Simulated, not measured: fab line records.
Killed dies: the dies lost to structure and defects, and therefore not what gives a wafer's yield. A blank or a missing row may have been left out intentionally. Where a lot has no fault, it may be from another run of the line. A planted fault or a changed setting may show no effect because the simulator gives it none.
Split-lot study	flow n5-finfet	7 lots, 21 wafers read, on a route of 1938 steps

ABOUT THE SPLIT
At N5_DUMMY_GATE_DESCUM_20 (chemistry O2, time 6.2 s), the setting time-s was moved away from the recipe's 6.2 s on 7 of the 21 wafers read, by -17.8% to +20.2%. All remaining wafers had this setting at the recipe value.

The file shows no step between the split and the reading.

THE READING
CAR-EUV_of_DUMMY_GATE_COAT_09.thk-nm (the simulator's own value, which no gauge read), in nm, at N5_DUMMY_GATE_ETCH_29 (etches underlayer in N2/H2, target depth 13 nm). No usual value for it is given in the file. Here, 14 wafers ran the recipe; their average is 18.9 nm with a standard deviation of 0.21 nm.

wafer	tool, chamber at the split	time-s as run, s	against the recipe	CAR-EUV_of_DUMMY_GATE_COAT_09.thk-nm, nm	against lot-mates on the recipe
L077.1	rie-diel-01, 3	6.2	recipe	19	-
L077.4	rie-diel-01, 2	6.2	recipe	18.6	-
L077.5	rie-diel-01, 3	5.095	-17.8%	19.4	+0.6
L081.2	rie-diel-01, 0,1	6.2	recipe	19	-
L081.4	rie-diel-01, 1	6.2	recipe	18.6	-
L081.6	rie-diel-01, 0,1	6.2	recipe	18.8	-
L083.2	rie-diel-02, 2,1	6.2	recipe	18.6	-
L083.5	rie-diel-02, 2	6.706	+8.2%	18.6	-0.2
L083.6	rie-diel-02, 2,1	6.2	recipe	19	-
L084.2	rie-diel-01, 1	7.357	+18.7%	18.2	-0.8
L084.3	rie-diel-01, 2	7.357	+18.7%	18.4	-0.6
L084.4	rie-diel-01, 0	6.2	recipe	19	-
L086.3	rie-diel-02, 2	7.453	+20.2%	18.2	-1.0
L086.4	rie-diel-02, 0,1	6.2	recipe	19.4	-
L086.5	rie-diel-02, 0,1	6.2	recipe	19	-
L089.1	rie-diel-01, 2,3,0	6.2	recipe	18.8	-
L089.5	rie-diel-01, 2,3,0	6.2	recipe	19	-
L089.6	rie-diel-01, 2,3,0	6.2	recipe	19	-
L097.1	rie-diel-02, 2,3	6.67	+7.6%	18.6	-0.2
L097.3	rie-diel-02, 2,3	6.67	+7.6%	18.6	-0.2
L097.6	rie-diel-02, 1	6.2	recipe	18.8	-
The file does not say which wafer passed through which chamber wherever a row lists several chambers: such a row stands for several wafers.

FIT RESULTS
A straight line over all 21 wafers: CAR-EUV_of_DUMMY_GATE_COAT_09.thk-nm changes by -0.0322 nm for each +1% of time-s; r = -0.83; the points scatter about the line by 0.19 nm.
The same after taking each lot's own level away (the mean of its wafers on the recipe; 21 wafers): -0.0385 nm for each +1%; r = -0.91; scatter 0.15 nm.
The reading moves by 0.78 nm for the largest change in time-s, on that fit.
Across the lots, their own levels run from 18.80 to 19.20 nm, a range of 1.9 times the standard deviation given above.
Thus the slope moves with the lot-to-lot level: the two fits are different.
Check: for one of the wafers moved furthest among these (+20.2%), held out of the fit, the line's prediction against its lot-mates is -0.7 nm. It came out at -1 nm against them.

THE OTHER SPLITS THESE WAFERS WENT THROUGH
Other splits were also applied to these wafers ahead of the reading. Each is held against what the fit with the lots' levels taken away leaves over:
other split on the same wafers	wafers away from the commonest value	r with CAR-EUV_of_DUMMY_GATE_COAT_09.thk-nm (lot level and that fit taken away)
N5_PMOS_HMC_CHANNEL_EPI_PEB_07 peb-temp-c	5	+0.27
N5_PMOS_HMC_CHANNEL_EPI_DEVELOP_08 develop-time-s	6	-0.22
N5_FIN_SAQP_PECVD_48 time-s	10	-0.16
N5_FIN_SAQP_PECVD_06 time-s	3	+0.08
N5_FIN_CUT_COAT_19 spin-rpm	5	-0.18

THE WHOLE CHAIN: every reading that the file lists as answering this split, in the file's order
step	what it does	reading	change (the file's fit)	r (the file's)
N5_DUMMY_GATE_DESCUM_20	chemistry O2, time 6.2 s	CAR-EUV_of_DUMMY_GATE_COAT_09.thk-nm (the simulator's own value, which no gauge read)	-0.0326 nm for each +1% of the setting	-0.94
N5_DUMMY_GATE_ETCH_29	etches underlayer in N2/H2, target depth 13 nm	CAR-EUV_of_DUMMY_GATE_COAT_09.thk-nm (the simulator's own value, which no gauge read)	-0.0393 nm for each +1% of the setting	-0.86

FILE'S OWN FIT
CAR-EUV_of_DUMMY_GATE_COAT_09.thk-nm changes by -0.0393 nm for each +1% of time-s, r = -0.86.
